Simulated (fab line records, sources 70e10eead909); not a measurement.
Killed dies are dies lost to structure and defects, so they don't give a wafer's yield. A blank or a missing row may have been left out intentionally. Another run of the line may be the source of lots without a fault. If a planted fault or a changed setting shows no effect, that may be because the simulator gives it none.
Which tool is to blame? / flow nand harc / Sampling: 6 lots, 18 wafers, 4 of 1302 route steps

== WHAT THE GAUGES SHOWED, per wafer ==
NHARC_END_SORT_01.
lot=L742; measured=day 28 09:17; on=prober-01; killed at other=0 3 1
lot=L744; measured=day 29 07:17; on=prober-01; killed at other=0 0 1
lot=L754; measured=day 33 18:29; on=prober-01; killed at other=0 0 0

== WHICH TOOL RAN EACH LOT (tool, then ch and the chambers of the sampled wafers, then the start) ==
lot=L738; NHARC_A_CONTACT_DESCUM_13=rie diel-02 ch 0,1,3, day 24 03:34; NHARC_A_CONTACT_ETCH_88=rie diel-02 ch 0,1,2, day 24 03:39; NHARC_A_CONTACT_ALD_18=ald metal-02 ch 0,2,3, day 24 07:41
lot=L742; NHARC_A_CONTACT_DESCUM_13=rie diel-04 ch 0,1, day 26 07:27; NHARC_A_CONTACT_ETCH_88=rie diel-04 ch 0,3, day 26 07:32; NHARC_A_CONTACT_ALD_18=ald metal-01 ch 1,3, day 26 11:35
lot=L744; NHARC_A_CONTACT_DESCUM_13=rie diel-02 ch 0,1,2, day 27 08:43; NHARC_A_CONTACT_ETCH_88=rie diel-02 ch 1,2,3, day 27 08:49; NHARC_A_CONTACT_ALD_18=ald metal-01 ch 0,2,3, day 27 12:52
lot=L751; NHARC_A_CONTACT_DESCUM_13=rie diel-04 ch 0,3, day 30 12:53; NHARC_A_CONTACT_ETCH_88=rie diel-02 ch 0,1,2, day 30 13:00; NHARC_A_CONTACT_ALD_18=ald metal-03 ch 0,1,3, day 30 17:10
lot=L754; NHARC_A_CONTACT_DESCUM_13=rie diel-02 ch 0,3, day 31 02:44; NHARC_A_CONTACT_ETCH_88=rie diel-02 ch 2,3, day 31 02:50; NHARC_A_CONTACT_ALD_18=ald metal-02 ch 1,2,3, day 31 07:11
lot=L756; NHARC_A_CONTACT_DESCUM_13=rie diel-04 ch 0,2,3, day 31 16:54; NHARC_A_CONTACT_ETCH_88=rie diel-04 ch 0,2, day 31 16:58; NHARC_A_CONTACT_ALD_18=ald metal-01 ch 1,2,3, day 31 21:07
- NHARC_A_CONTACT_DESCUM_13: chemistry O2, time 3 s.
- NHARC_A_CONTACT_ETCH_88: etches the open film in CF4, target depth 39 nm, time 65 s.
- NHARC_A_CONTACT_ALD_18: deposits TiN, target thk 3 nm, pulse time 1 s, ald cycles 150.

== THE ANSWER, worked out from the rows above alone ==
Rule: usual is defined by the lots themselves. Put in order of their means at a reading, lots are off if they are a third of the lots or fewer, leave a main group of 4 or more, and stand apart from it by a gap of 3 or more times the standard deviation of the main group's means; of several such gaps the widest counts. Not used: any main group whose means are identical at the precision the tables above print for the reading. Also off: a lot with no number at a reading for which 4 or more lots have one. The other lots that the step has rows for count as sound.
Nothing can be told from this: no lot is off at any reading shown.

== WHAT THE SIMULATOR PUT IN ==
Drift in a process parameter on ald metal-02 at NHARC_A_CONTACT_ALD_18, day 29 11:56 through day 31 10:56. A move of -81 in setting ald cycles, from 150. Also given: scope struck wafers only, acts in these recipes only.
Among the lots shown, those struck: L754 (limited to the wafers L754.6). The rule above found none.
